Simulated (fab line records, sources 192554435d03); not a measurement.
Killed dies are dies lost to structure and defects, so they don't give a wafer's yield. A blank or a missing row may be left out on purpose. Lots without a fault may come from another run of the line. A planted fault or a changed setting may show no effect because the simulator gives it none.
Chamber matching | flow n5_finfet | N5_ILD0_CMP_12 on cmp-01: 4 sister chambers
The step polishes SiNx, stops on poly-Si, t overpolish 6 s, target thk 17.67 nm. 16 wafers are shown with their chamber, then 8 later ones without.

WAFERS WITH THEIR CHAMBER
wafer  | chamber | motor_current_A (A) | time_to_endpoint_s (s) | overpolish_run_s (s)
L074.2 | 0       | 9.8                 | 27.0                   | 6.004
L074.3 | 2       | 8.7                 | 28.3                   | 6.012
L074.4 | 1       | 9.4                 | 30.3                   | 6.006
L078.1 | 0       | 9.6                 | 29.2                   | 5.997
L078.3 | 1       | 10.1                | 29.4                   | 6.005
L078.4 | 2       | 9.3                 | 29.4                   | 6.006
L085.1 | 3       | 8.1                 | 30.3                   | 5.981
L085.2 | 0       | 9.5                 | 28.9                   | 5.998
L085.3 | 2       | 9.7                 | 27.3                   | 5.998
L087.2 | 3       | 7.6                 | 28.5                   | 5.996
L087.4 | 2       | 9.1                 | 26.2                   | 5.996
L087.5 | 1       | 10.0                | 32.4                   | 6.006
L088.2 | 3       | 7.5                 | 29.9                   | 6.006
L088.3 | 1       | 10.6                | 35.6                   | 5.988
L088.5 | 0       | 10.2                | 33.1                   | 5.985
L093.1 | 3       | 8.1                 | 27.5                   | 5.983

SIGNATURES (means of the wafers above)
reading            | chamber 0 | chamber 1 | chamber 2 | chamber 3 | scatter within a chamber
motor_current_A    | 9.775     | 10.025    | 9.200     | 7.825     | 0.392
time_to_endpoint_s | 29.550    | 31.925    | 27.800    | 29.050    | 2.1
overpolish_run_s   | 5.99600   | 6.00125   | 6.00300   | 5.99150   | 0.00914
Rule: a wafer's distance from a chamber is the root of the sum, over the readings, of the square of ((its reading less the chamber's mean) divided by the reading's scatter). The wafer belongs to the nearest chamber; if the next one is less than 2 further off, it can't be placed. The scatter: the root of (the sum of the squares of (reading less its chamber's mean) over the shown wafers, divided by (wafers less chambers)).

WAFERS WITHOUT THEIR CHAMBER
wafer  | motor_current_A (A) | time_to_endpoint_s (s) | overpolish_run_s (s)
L093.3 | 10.1                | 27.6                   | 6.004
L093.6 | 9.4                 | 25.8                   | 5.995
L094.1 | 7.6                 | 25.9                   | 6.004
L094.2 | 9.1                 | 24.7                   | 5.986
L094.3 | 9.3                 | 32.6                   | 5.998
L097.1 | 9.9                 | 30.1                   | 6.004
L097.3 | 7.6                 | 24.6                   | 5.997
L097.6 | 10.0                | 26.8                   | 5.993

WHICH CHAMBER EACH WENT THROUGH
wafer  | from the rows above          | in truth
L093.3 | can't be placed: 0 or 1 or 2 | 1
L093.6 | can't be placed: 2 or 0      | 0
L094.1 | 3                            | 3
L094.2 | can't be placed: 2 or 0 or 3 | 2
L094.3 | can't be placed: 0 or 1 or 2 | 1
L097.1 | can't be placed: 0 or 1 or 2 | 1
L097.3 | 3                            | 3
L097.6 | can't be placed: 0 or 2 or 1 | 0
Placed correctly: 2 of 8. Can't be placed from these rows: 6 (the true chamber is among the candidates in 6). Placed wrongly: 0.
